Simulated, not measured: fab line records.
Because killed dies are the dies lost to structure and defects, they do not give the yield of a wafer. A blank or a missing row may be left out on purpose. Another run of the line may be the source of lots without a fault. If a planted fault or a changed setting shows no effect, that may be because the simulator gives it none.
fab line records	flow n5_finfet
record: lots: 7	wafers: 21
route steps=1938 shown BEOL_M11@1543 BEOL_M14@1737 BEOL_M15@1801 MIM_BOT_ETCH@1866 PASSIVATION@1901
start_h: hours from the record's opening day to when the first of the lot's shown wafers began	wait_h: hours from the lot's prior step to this one	" identical to the entry in the row above	L1.1+2: a row that stands for several wafers	- no value, or no start was given	* or withheld: withheld	< > ~ a bound
route shown NAME@n: a module of which the file shows steps, and the number in the route of the first	usual: mean and standard deviation over wafers with no fault	same: alike in all rows	chamber/n: place in a boat	sites: per-site readings	_std_site: standard deviation of those values	_edge_site: inner sites' mean taken away from outer sites' mean	radius_mm: how far each site lies from the wafer's centre	mask NAME#n: copy n	behind: the most recent tool/chamber to have shaped the wafer	hold: the reason the lot was held/the length of the hold in hours/how it ended	device: the n, p or np transistor that did not switch	end of line: at the end of the route, the tests of the same wafers	for a step that has no rows: nothing shown but its recipe	killed: at the first sort, the dies lost to defects and structure; wafer yield is something else	map: the dies of a wafer, with x for killed, . for not killed, _ for no die there
set.NAME: setting as actually run; set.NAME@STEP: the setting as run at that earlier step	model.NAME: the simulator's own value behind a step, which no gauge read
one table per step and one row per wafer, for lots whose settings were changed on purpose
== steps ==
step: N5_BEOL_M11_COAT_05
recipe: resist: CAR-ArF	spin_rpm: 1500	resist_thk_nm: 90
lot.wafer	tool	chamber	start_h	wait_h	set.spin_rpm	model.CAR-ArF_of_BEOL_M11_COAT_05.thk_nm
L075.2	litho_track-02	0	-	-	1627	86.6
L075.3	"	0	"	"	1627	86.4
L075.6	"	0	"	"	1500	90.2
L081.2+3	litho_track-02	0	-	-	1400	93.2
L081.6	"	0	"	"	1500	89.8
L082.2	litho_track-02	0	-	-	1500	89.6
L082.5	"	0	"	"	1566	87.8
L082.6	"	0	"	"	1566	88.2
L083.2	litho_track-02	0	-	-	1500	90.4
L083.3	"	0	"	"	1438	92.2
L083.4	"	0	"	"	1500	90.2
L086.2	litho_track-01	0	-	-	1500	89.8
L086.3	"	0	"	"	1500	90
L086.6	"	0	"	"	1500	89.6
L089.1	litho_track-04	0	-	-	1447	91.8
L089.5	"	0	"	"	1500	90.4
L089.6	"	0	"	"	1447	91.6
L093.1	litho_track-04	0	-	-	1364	94.4
L093.3	"	0	"	"	1364	94.6
L093.4	"	0	"	"	1500	90.2
step: N5_BEOL_M11_EBR_07
recipe: solvent: PGMEA	ebr_width_mm: 1.5
step: N5_BEOL_M11_SOFTBAKE_06
recipe: temp_c: 110	time_s: 60	resist: CAR-ArF
step: N5_BEOL_M11_DESCUM_16
recipe: chemistry: O2	time_s: 7.9	source_power_w: 50	bias_power_w: 20	pressure_mtorr: 20	rf_frequency_hz: 2.712e+07	temp_c: 40	resist: CAR-ArF	o2_flow_sccm: 225
lot.wafer	tool	chamber	start_h	wait_h	set.spin_rpm@BEOL_M11_COAT_05	model.CAR-ArF_of_BEOL_M11_COAT_05.thk_nm
L075.2	rie_diel-01	2	262.16	0.0	1627	80
L075.3	"	0	"	"	1627	79.8
L075.6	"	2	"	"	1500	83.6
L081.2+3	rie_diel-02	0,1	291.62	0.0	1400	86.6
L081.6	"	1	"	"	1500	83.2
L082.2	rie_diel-04	3	292.42	0.0	1500	83
L082.5	"	2	"	"	1566	81.4
L082.6	"	1	"	"	1566	81.6
L083.2	rie_diel-01	0	319.72	0.0	1500	83.8
L083.3	"	1	"	"	1438	85.6
L083.4	"	2	"	"	1500	83.6
L086.2+6	rie_diel-01	1	344.41	0.2	1500	83.2
L086.3	"	2	"	"	1500	83.4
L089.1	rie_diel-02	1	378.76	0.0	1447	85.2
L089.5	"	2	"	"	1500	83.8
L089.6	"	1	"	"	1447	85
L093.1	rie_diel-01	2	408.78	0.0	1364	87.8
L093.3	"	0	"	"	1364	88
L093.4	"	3	"	"	1500	83.6
step: N5_BEOL_M11_VIA_ETCH_34
recipe: chemistry: C4F6/O2	target: SiCOH_lowk	target_depth_a: 1845	mask_material: SOC	taper_deg: 4	time_s: 69.2	ion_energy_ev: 250	pressure_mtorr: 30	source_w: 345	bias_w: 185	Ar_flow_sccm: 300	C4F6_flow_sccm: 10	O2_flow_sccm: 10
lot.wafer	tool	chamber	start_h	wait_h	set.time_s	model.etch.depth_nm	model.SOC_of_BEOL_M11_COAT_63.thk_nm
L075.2	rie_diel-02	3	263.53	0.0	81.5	216.9	90.6
L075.3	"	1	"	"	81.5	216.4	90.8
L075.6	"	0	"	"	69.2	181.9	92
L082.2	rie_diel-02	1	295.85	0.0	63.69	170.1	92.8
L082.5	"	1	"	"	69.2	183.3	91.8
L082.6	"	0	"	"	69.2	180.5	91.8
L081.2	rie_diel-04	3	296.34	0.0	80.49	211	90.8
L081.3	"	1	"	"	69.2	184.5	92.2
L081.6	"	2	"	"	80.49	207.5	90.8
L083.2	rie_diel-02	2	322.14	0.0	69.2	185.8	92
L083.3	"	1	"	"	82.6	218.9	90.8
L083.4	"	3	"	"	82.6	219.7	90.8
L086.2	rie_diel-01	2	346.68	0.0	69.2	182.2	92
L086.3	"	1	"	"	69.2	185.3	92
L086.6	"	1	"	"	69.2	184.5	92.2
L089.1	rie_diel-01	0	379.93	0.0	79.83	210.5	91.2
L089.5	"	2	"	"	69.2	183.4	92.2
L089.6	"	1	"	"	69.2	184.7	92
L093.1	rie_diel-04	2	410.39	0.0	74.11	193	92.2
L093.3	"	1	"	"	74.11	196.2	91.8
L093.4	"	3	"	"	69.2	180.6	92.2
step: N5_BEOL_M11_ETCH_41
recipe: chemistry: CH3F/O2	target: SiCN	target_depth_a: 426	taper_deg: 2	time_s: 86	ion_energy_ev: 120	mask_material: TiN	pressure_mtorr: 30	source_w: 395	bias_w: 75	Ar_flow_sccm: 150	CH3F_flow_sccm: 30	O2_flow_sccm: 20
lot.wafer	tool	chamber	start_h	wait_h	set.time_s	model.etch.depth_nm
L075.2	rie_diel-02	3	-	-	75.1	28.59
L075.3	"	1	"	"	86	32.56
L075.6	"	0	"	"	75.1	28.07
L082.2	rie_diel-02	1	-	-	86	32
L082.5	"	1	"	"	103.7	39.12
L082.6	"	0	"	"	86	31.74
L081.2	rie_diel-04	3	-	-	105.1	39.53
L081.3	"	1	"	"	86	32.61
L081.6	"	2	"	"	86	31.66
L083.2	rie_diel-02	2	-	-	86	32.78
L083.3	"	1	"	"	96.11	36.07
L083.4	"	3	"	"	96.11	36.18
L086.2	rie_diel-01	2	-	-	86	32.52
L086.3	"	1	"	"	86	33.09
L086.6	"	1	"	"	86	32.96
L089.1	rie_diel-01	0	-	-	86	32.06
L089.5	"	2	"	"	86	31.85
L089.6	"	1	"	"	103	39.04
L093.1	rie_diel-04	2	-	-	86	31.88
L093.3	"	1	"	"	94.32	35.24
L093.4	"	3	"	"	86	32.2
step: N5_BEOL_M14_COAT_65
recipe: resist: SOC	temp_c: 250	time_s: 60	spin_rpm: 1500	resist_thk_nm: 450
lot.wafer	tool	chamber	start_h	wait_h	set.spin_rpm	model.SOC_of_BEOL_M14_COAT_65.thk_nm
L075.2	litho_track-01	0	278.05	0.0	1382	472.4
L075.3	"	0	"	"	1382	470.6
L075.6	"	0	"	"	1500	451.6
L082.2+5	litho_track-01	0	311.51	0.0	1500	452.8
L082.6	"	0	"	"	1500	453
L081.2	litho_track-01	0	312.34	0.0	1636	432.6
L081.3	"	0	"	"	1500	451.2
L081.6	"	0	"	"	1636	431.2
L083.2+3	litho_track-02	0	338.25	0.0	1500	450.8
L083.4	"	0	"	"	1500	449.4
L086.2	litho_track-02	0	366.71	0.0	1500	450.4
L086.3	"	0	"	"	1500	448.4
L086.6	"	0	"	"	1500	449.8
L089.1	litho_track-01	0	394.47	0.0	1500	450.2
L089.5	"	0	"	"	1500	450.6
L089.6	"	0	"	"	1500	449.6
L093.1	litho_track-01	0	428.92	0.0	1500	450.8
L093.3	"	0	"	"	1500	450
L093.4	"	0	"	"	1414	462.8
step: N5_BEOL_M15_PEB_26
recipe: peb_temp_c: 130	peb_time_s: 90
lot.wafer	tool	chamber	start_h	wait_h	set.peb_time_s
L075.2+6	litho_track-03	0	288.26	0.0	72.19
L075.3	"	0	"	"	90
L082.2+5+6	litho_track-04	0	319.99	0.0	90
L081.2	litho_track-03	0	321.37	0.0	106
L081.3+6	"	0	"	"	90
L083.2+3+4	litho_track-03	0	344.68	0.0	90
L086.2+3+6	litho_track-03	0	374.42	0.0	90
L089.1+5+6	litho_track-04	0	402.25	0.1	90
L093.1+3+4	litho_track-04	0	435.29	0.1	90
step: N5_BEOL_M15_DEVELOP_27
recipe: develop_time_s: 45	rinse_liquid: diw	dry: air_spin	dev_temp_c: 21
step: N5_BEOL_M15_HARDBAKE_32
recipe: temp_c: 130	time_s: 120
step: N5_BEOL_M15_CD_MEAS_28
recipe: target_cd_nm: 407.6	landing_energy_ev: 500	detector: se_inlens
usual: cd_nm: 406.3/1.4
lot.wafer	tool	chamber	start_h	wait_h	set.peb_time_s@BEOL_M15_PEB_26	cd_nm
L075.2	cd_sem-02	0	288.37	-	72.19	396.8
L075.3	"	0	"	"	90	404.5
L075.6	"	0	"	"	72.19	396.5
L082.2	cd_sem-03	0	320.11	-	90	405.7
L082.5	"	0	"	"	90	405.2
L082.6	"	0	"	"	90	405.4
L081.2	cd_sem-01	0	321.49	-	106	411.0
L081.3	"	0	"	"	90	406.6
L081.6	"	0	"	"	90	405.7
L083.2	cd_sem-02	0	344.79	-	90	407.2
L083.3	"	0	"	"	90	406.1
L083.4	"	0	"	"	90	405.1
L086.2	cd_sem-01	0	374.54	-	90	406.8
L086.3	"	0	"	"	90	408.4
L086.6	"	0	"	"	90	406.6
L089.1	cd_sem-03	0	402.36	-	90	406.0
L089.5	"	0	"	"	90	406.6
L089.6	"	0	"	"	90	407.0
L093.1	cd_sem-03	0	435.41	-	90	406.7
L093.3	"	0	"	"	90	408.0
L093.4	"	0	"	"	90	407.3
step: N5_BEOL_M15_DESCUM_33
recipe: chemistry: O2	time_s: 7.9	source_power_w: 50	bias_power_w: 20	pressure_mtorr: 20	rf_frequency_hz: 2.712e+07	temp_c: 40	o2_flow_sccm: 225
lot.wafer	tool	chamber	start_h	wait_h	set.peb_time_s@BEOL_M15_PEB_26	model.BEOL_M15.cd_nm
L075.2	rie_diel-01	2	288.46	0.0	72.19	397.2
L075.3	"	3	"	"	90	404.8
L075.6	"	0	"	"	72.19	396.6
L082.2	rie_diel-04	2	320.39	0.2	90	405.4
L082.5	"	3	"	"	90	404.8
L082.6	"	2	"	"	90	405
L081.2	rie_diel-02	3	321.57	0.0	106	411.2
L081.3	"	0	"	"	90	406.6
L081.6	"	3	"	"	90	406
L083.2	rie_diel-04	3	344.88	0.0	90	407
L083.3	"	0	"	"	90	406
L083.4	"	1	"	"	90	404.8
L086.2	rie_diel-04	3	374.62	0.0	90	407
L086.3	"	0	"	"	90	408.6
L086.6	"	1	"	"	90	406
L089.1+5	rie_diel-02	1,0	402.45	0.0	90	406.4
L089.6	"	1	"	"	90	407
L093.1	rie_diel-02	1	435.57	0.1	90	406.6
L093.3	"	3	"	"	90	408.2
L093.4	"	0	"	"	90	407.8
step: N5_BEOL_M15_ETCH_61
recipe: chemistry: N2/H2	target: BARC	target_depth_a: 890	overetch_a: 267	time_s: 67.9	ion_energy_ev: 200	pressure_mtorr: 30	source_w: 840	bias_w: 150	n2_flow_sccm: 200	h2_flow_sccm: 200
lot.wafer	tool	chamber	start_h	wait_h	set.peb_time_s@BEOL_M15_PEB_26	model.BEOL_M15.cd_nm
L075.2	rie_diel-01	2	288.49	0.0	72.19	390.4
L075.3	"	3	"	"	90	396.6
L075.6	"	0	"	"	72.19	389.2
L082.2+5	rie_diel-04	2,3	320.43	0.0	90	397.8
L082.6	"	2	"	"	90	397
L081.2	rie_diel-02	3	321.61	0.0	106	403.2
L081.3	"	0	"	"	90	399.6
L081.6	"	3	"	"	90	398.2
L083.2	rie_diel-04	3	344.92	0.0	90	400.6
L083.3	"	0	"	"	90	398.4
L083.4	"	1	"	"	90	397.8
L086.2	rie_diel-04	3	374.66	0.0	90	399.8
L086.3	"	0	"	"	90	400.4
L086.6	"	1	"	"	90	399.6
L089.1+5	rie_diel-02	1,0	402.49	0.0	90	398.8
L089.6	"	1	"	"	90	399.4
L093.1	rie_diel-02	1	435.60	0.0	90	399
L093.3	"	3	"	"	90	400
L093.4	"	0	"	"	90	398.6
step: N5_BEOL_M15_TRENCH_ETCH_34
recipe: chemistry: C4F8/O2/Ar	target: SiO2	target_depth_a: 8729.3	he_inner_torr: 15	he_outer_torr: 30	time_s: 199	ion_energy_ev: 800	pressure_mtorr: 20	source_w: 1905	bias_w: 2040	Ar_flow_sccm: 400	C4F8_flow_sccm: 16	O2_flow_sccm: 12
lot.wafer	tool	chamber	start_h	wait_h	set.time_s	set.peb_time_s@BEOL_M15_PEB_26	model.etch.depth_nm	model.coat_of_BEOL_M15_COAT_22.thk_nm	model.BEOL_M15.cd_nm
L075.2	rie_diel-01	2	288.55	0.0	199	72.19	870.4	540.8	390.4
L075.3	"	3	"	"	199	90	865.6	547.8	396.4
L075.6	"	0	"	"	199	72.19	867.7	540.8	388.8
L082.2	rie_diel-04	2	320.48	0.0	173	90	736	575.2	397.2
L082.5	"	3	"	"	199	90	857.8	545.6	398
L082.6	"	2	"	"	199	90	843.6	554.4	397.2
L081.2	rie_diel-02	3	321.66	0.0	199	106	874	540.4	403.4
L081.3	"	0	"	"	199	90	850.7	544.6	399
L081.6	"	3	"	"	227.5	90	992.5	516.2	398.6
L083.2	rie_diel-04	3	344.97	0.0	199	90	869.4	541.6	400.6
L083.3	"	0	"	"	199	90	871.3	543.2	398.4
L083.4	"	1	"	"	199	90	875.6	538.8	397.6
L086.2	rie_diel-04	3	374.71	0.0	199	90	863.7	543.2	400
L086.3	"	0	"	"	199	90	864	546.4	400.8
L086.6	"	1	"	"	199	90	870.9	541	399.6
L089.1	rie_diel-02	1	402.54	0.0	225.6	90	973.8	528.6	399.2
L089.5	"	0	"	"	199	90	874.8	546	398.4
L089.6	"	1	"	"	225.6	90	970.9	527.4	399.8
L093.1	rie_diel-02	1	435.65	0.0	226.1	90	989.7	520.2	399.8
L093.3	"	3	"	"	199	90	859.6	549.6	400
L093.4	"	0	"	"	199	90	890	543.6	398.2
step: N5_BEOL_M15_STRIP_36
recipe: chemistry: O2	power_w: 600	temp_c: 60	pressure_mtorr: 30	rf_frequency_hz: 6e+07	bias_power_w: 0	overash_fraction: 0.3	o2_flow_sccm: 225
step: N5_BEOL_M15_ECD_47
recipe: material: Cu	target_thk_a: 18600
step: N5_BEOL_M15_ANNEAL_48
recipe: temp_c: 225	time_s: 90	ambient: N2
step: N5_BEOL_M15_CMP_49
recipe: stop_on: SiO2	t_overpolish_s: 4.9	down_force_psi: 2	platen_rpm: 80	clearing_platen_down_force_psi: 2	clearing_platen_rpm: 80	post_cmp_clean: cu_alkaline	target_thk_nm: 850	clearing_platen_pad_velocity_m_s: 1.5917	pad_velocity_m_s: 1.5917
lot.wafer	tool	chamber	start_h	wait_h	set.time_s@BEOL_M15_TRENCH_ETCH_34	model.Cu_of_BEOL_M15_ECD_47.thk_nm
L075.2	cmp-02	1	297.51	0.2	199	846.6
L075.3	"	0	"	"	199	842.8
L075.6	"	2	"	"	199	843.4
L082.2	cmp-03	3	324.63	0.3	173	712.2
L082.6	"	0	"	"	199	819.8
L082.5	"	1	"	"	199	835.4
L081.2	cmp-03	0	327.02	0.2	199	850.2
L081.3	"	1	"	"	199	826.4
L081.6	"	1	"	"	227.5	968.2
L083.3	cmp-03	0	348.78	0.4	199	847.8
L083.2	"	2	"	"	199	845.8
L083.4	"	3	"	"	199	851.6
L086.3	cmp-02	0	378.53	0.2	199	841.6
L086.2	"	1	"	"	199	841.8
L086.6	"	3	"	"	199	849.6
L089.1	cmp-03	0	405.24	0.4	225.6	952
L089.5	"	1	"	"	199	852.2
L089.6	"	2	"	"	225.6	947.8
L093.1	cmp-01	2	440.61	0.3	226.1	968.2
L093.3	"	3	"	"	199	836.8
L093.4	"	0	"	"	199	868
step: N5_BEOL_M15_THK_MEAS_50
recipe: thk_meas_gauge: xrf	reads: Cu_of_BEOL_M15_ECD_47
usual: M15_THK: 860/13
lot.wafer	tool	chamber	start_h	wait_h	set.time_s@BEOL_M15_TRENCH_ETCH_34	M15_THK[nm]
L075.2	film_metro-01	-	297.80	-	199	858
L075.3	"	-	"	"	199	856
L075.6	"	-	"	"	199	855
L082.2	film_metro-02	-	324.81	-	173	723
L082.5	"	-	"	"	199	846
L082.6	"	-	"	"	199	833
L081.2	film_metro-01	-	327.32	-	199	867
L081.3	"	-	"	"	199	842
L081.6	"	-	"	"	227.5	983
L083.2	film_metro-02	-	349.07	-	199	861
L083.3	"	-	"	"	199	859
L083.4	"	-	"	"	199	868
L086.2	film_metro-02	-	378.75	-	199	849
L086.3	"	-	"	"	199	849
L086.6	"	-	"	"	199	857
L089.1	film_metro-02	-	405.42	-	225.6	968
L089.5	"	-	"	"	199	868
L089.6	"	-	"	"	225.6	968
L093.1	film_metro-02	-	440.86	-	226.1	991
L093.3	"	-	"	"	199	853
L093.4	"	-	"	"	199	884
step: N5_BEOL_M15_PRE_CLEAN_52
recipe: gas: NH3	time_s: 15	temp_c: withheld	rf_power_w: 300
step: N5_BEOL_M15_DEP_53
recipe: material: SiCN	target_thk_a: 500	temp_c: withheld	precursor: 3MS/NH3	pressure_torr: 3	rf_w: 675	time_s: 17.8
step: N5_BEOL_M15_RS_MEAS_54
recipe: thk_meas_gauge: four-point-probe	reads: Cu_of_BEOL_M15_ECD_47+Ta_of_BEOL_M15_SPUTTER_44+TaN_of_BEOL_M15_SPUTTER_43
usual: M15_RS: 0.02167/0.00026
lot.wafer	tool	chamber	start_h	wait_h	set.time_s@BEOL_M15_TRENCH_ETCH_34	M15_RS[ohm/sq]
L075.2	film_metro-01	-	297.94	0.1	199	0.02164
L075.3	"	-	"	"	199	0.02172
L075.6	"	-	"	"	199	0.02172
L082.2	film_metro-01	-	324.94	0.1	173	0.02581
L082.5	"	-	"	"	199	0.02196
L082.6	"	-	"	"	199	0.02238
L081.2	film_metro-02	-	327.45	0.1	199	0.02151
L081.3	"	-	"	"	199	0.02216
L081.6	"	-	"	"	227.5	0.01884
L083.2	film_metro-02	-	349.20	0.1	199	0.02162
L083.3	"	-	"	"	199	0.02158
L083.4	"	-	"	"	199	0.02148
L086.2	film_metro-02	-	378.88	0.1	199	0.02174
L086.3	"	-	"	"	199	0.02173
L086.6	"	-	"	"	199	0.02151
L089.1	film_metro-01	-	405.55	0.0	225.6	0.01918
L089.5	"	-	"	"	199	0.02151
L089.6	"	-	"	"	225.6	0.01932
L093.1	film_metro-02	-	440.99	0.0	226.1	0.01884
L093.3	"	-	"	"	199	0.02189
L093.4	"	-	"	"	199	0.0211
step: N5_MIM_BOT_ETCH_ETCH_04
recipe: chemistry: CF4/O2	target: SiNx	target_depth_a: 260	time_s: 13	ion_energy_ev: 100	pressure_mtorr: 40	source_w: 535	bias_w: 49	Ar_flow_sccm: 100	cf4_flow_sccm: 100	O2_flow_sccm: 10
lot.wafer	tool	chamber	start_h	wait_h	set.time_s	model.etch.depth_nm
L075.2	rie_diel-06	1	304.25	0.1	13	26.19
L075.3	"	0	"	"	11.48	22.4
L075.6	"	1	"	"	13	26.16
L082.2	rie_diel-05	3	329.82	0.0	14.24	28.47
L082.5	"	3	"	"	14.24	28.31
L082.6	"	0	"	"	13	25.6
L081.2	rie_diel-03	3	332.19	0.0	15.73	31.09
L081.3	"	1	"	"	13	25.86
L081.6	"	3	"	"	13	25.71
L083.2	rie_diel-03	1	354.24	0.0	13.94	28.11
L083.3	"	3	"	"	13.94	27.89
L083.4	"	0	"	"	13	25.6
L086.2	rie_diel-06	3	382.54	0.0	13	25.99
L086.3	"	0	"	"	13	25.82
L086.6	"	3	"	"	13	25.77
L089.1	rie_diel-06	1	412.65	0.0	13	25.9
L089.5	"	2	"	"	13	26.37
L089.6	"	3	"	"	13	26.02
L093.1	rie_diel-06	2	449.17	0.0	13	26.26
L093.3	"	3	"	"	14.37	28.28
L093.4	"	1	"	"	13	25.8
step: N5_PASSIVATION_EXPOSE_27
recipe: mask_id: PAD	na: 0.55	source_shape: conventional	sigma_outer: 0.8	polarization: unpolarized	defocus_nm: 0	dose_mj: 32.3
lot.wafer	tool	chamber	start_h	wait_h	mask	set.dose_mj
L075.2	krf_scanner-02	0	307.70	-	PAD#0	32.3
L075.3+6	"	0	"	"	PAD#0	33.9
L082.2+5	krf_scanner-01	0	333.94	-	PAD#0	33.5
L082.6	"	0	"	"	PAD#0	32.3
L081.2+3	krf_scanner-01	0	335.27	-	PAD#0	32.3
L081.6	"	0	"	"	PAD#0	34.65
L083.2+3	krf_scanner-02	0	358.49	-	PAD#0	32.3
L083.4	"	0	"	"	PAD#0	33.43
L086.2+3+6	krf_scanner-02	0	388.80	-	PAD#0	32.3
L089.1+5	krf_scanner-01	0	417.75	-	PAD#0	32.99
L089.6	"	0	"	"	PAD#0	32.3
L093.1+3	krf_scanner-02	0	455.69	-	PAD#0	32.3
L093.4	"	0	"	"	PAD#0	31.57
step: N5_PASSIVATION_PEB_28
recipe: peb_temp_c: withheld	peb_time_s: *
step: N5_PASSIVATION_DEVELOP_29
recipe: develop_time_s: 60	rinse_liquid: diw	dry: air_spin	dev_temp_c: 21
step: N5_PASSIVATION_HARDBAKE_31
recipe: temp_c: 130	time_s: 120
step: N5_PASSIVATION_CD_MEAS_30
recipe: target_cd_nm: 4000	landing_energy_ev: 500	detector: se_inlens	polarity: opening
usual: cd_nm: 3999.5/1.4
lot.wafer	tool	chamber	start_h	wait_h	set.dose_mj@PASSIVATION_EXPOSE_27	cd_nm
L075.2	cd_sem-03	0	307.87	-	32.3	4000.3
L075.3	"	0	"	"	33.9	4008.2
L075.6	"	0	"	"	33.9	4006.8
L082.2	cd_sem-02	0	334.11	-	33.5	4007.2
L082.5	"	0	"	"	33.5	4006.2
L082.6	"	0	"	"	32.3	4001.9
L081.2	cd_sem-02	0	335.44	-	32.3	4001.0
L081.3	"	0	"	"	32.3	3999.4
L081.6	"	0	"	"	34.65	4013.2
L083.2	cd_sem-01	0	358.66	-	32.3	3998.3
L083.3	"	0	"	"	32.3	3997.8
L083.4	"	0	"	"	33.43	4003.5
L086.2	cd_sem-01	0	388.97	-	32.3	3998.7
L086.3	"	0	"	"	32.3	4000.0
L086.6	"	0	"	"	32.3	3997.2
L089.1	cd_sem-02	0	417.92	-	32.99	4001.8
L089.5	"	0	"	"	32.99	4002.0
L089.6	"	0	"	"	32.3	3996.3
L093.1	cd_sem-02	0	455.86	-	32.3	4000.2
L093.3	"	0	"	"	32.3	4003.4
L093.4	"	0	"	"	31.57	3995.2
== key ==
split: step: N5_BEOL_M11_COAT_05	setting: spin_rpm	stated: 1500	by: wafer
response: step: N5_BEOL_M11_COAT_05	reading: model.CAR-ArF_of_BEOL_M11_COAT_05.thk_nm	change: -0.455	per: 1%	r: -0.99
response: step: N5_BEOL_M11_DESCUM_16	reading: model.CAR-ArF_of_BEOL_M11_COAT_05.thk_nm	change: -0.453	per: 1%	r: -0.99
split: step: N5_BEOL_M11_VIA_ETCH_34	setting: time_s	stated: 69.2	by: wafer
response: step: N5_BEOL_M11_VIA_ETCH_34	reading: model.etch.depth_nm	change: +1.74	per: 1%	r: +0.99
response: step: N5_BEOL_M11_VIA_ETCH_34	reading: model.SOC_of_BEOL_M11_COAT_63.thk_nm	change: -0.0707	per: 1%	r: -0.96
split: step: N5_BEOL_M11_ETCH_41	setting: time_s	stated: 86	by: wafer
response: step: N5_BEOL_M11_ETCH_41	reading: model.etch.depth_nm	change: +0.34	per: 1%	r: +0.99
split: step: N5_BEOL_M14_COAT_65	setting: spin_rpm	stated: 1500	by: wafer
response: step: N5_BEOL_M14_COAT_65	reading: model.SOC_of_BEOL_M14_COAT_65.thk_nm	change: -2.28	per: 1%	r: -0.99
split: step: N5_BEOL_M15_PEB_26	setting: peb_time_s	stated: 90	by: wafer
response: step: N5_BEOL_M15_CD_MEAS_28	reading: cd_nm	change: +0.343	per: 1%	r: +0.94
response: step: N5_BEOL_M15_DESCUM_33	reading: model.BEOL_M15.cd_nm	change: +0.344	per: 1%	r: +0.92
response: step: N5_BEOL_M15_ETCH_61	reading: model.BEOL_M15.cd_nm	change: +0.298	per: 1%	r: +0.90
response: step: N5_BEOL_M15_TRENCH_ETCH_34	reading: model.BEOL_M15.cd_nm	change: +0.306	per: 1%	r: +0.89
split: step: N5_BEOL_M15_TRENCH_ETCH_34	setting: time_s	stated: 199	by: wafer
response: step: N5_BEOL_M15_TRENCH_ETCH_34	reading: model.etch.depth_nm	change: +8.42	per: 1%	r: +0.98
response: step: N5_BEOL_M15_TRENCH_ETCH_34	reading: model.coat_of_BEOL_M15_COAT_22.thk_nm	change: -1.77	per: 1%	r: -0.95
response: step: N5_BEOL_M15_CMP_49	reading: model.Cu_of_BEOL_M15_ECD_47.thk_nm	change: +8.45	per: 1%	r: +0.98
response: step: N5_BEOL_M15_THK_MEAS_50	reading: M15_THK	change: +8.61	per: 1%	r: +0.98
response: step: N5_BEOL_M15_RS_MEAS_54	reading: M15_RS	change: -0.000212	per: 1%	r: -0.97
split: step: N5_MIM_BOT_ETCH_ETCH_04	setting: time_s	stated: 13	by: wafer
response: step: N5_MIM_BOT_ETCH_ETCH_04	reading: model.etch.depth_nm	change: +0.268	per: 1%	r: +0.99
split: step: N5_PASSIVATION_EXPOSE_27	setting: dose_mj	stated: 32.3	by: wafer
response: step: N5_PASSIVATION_CD_MEAS_30	reading: cd_nm	change: +1.71	per: 1%	r: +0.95
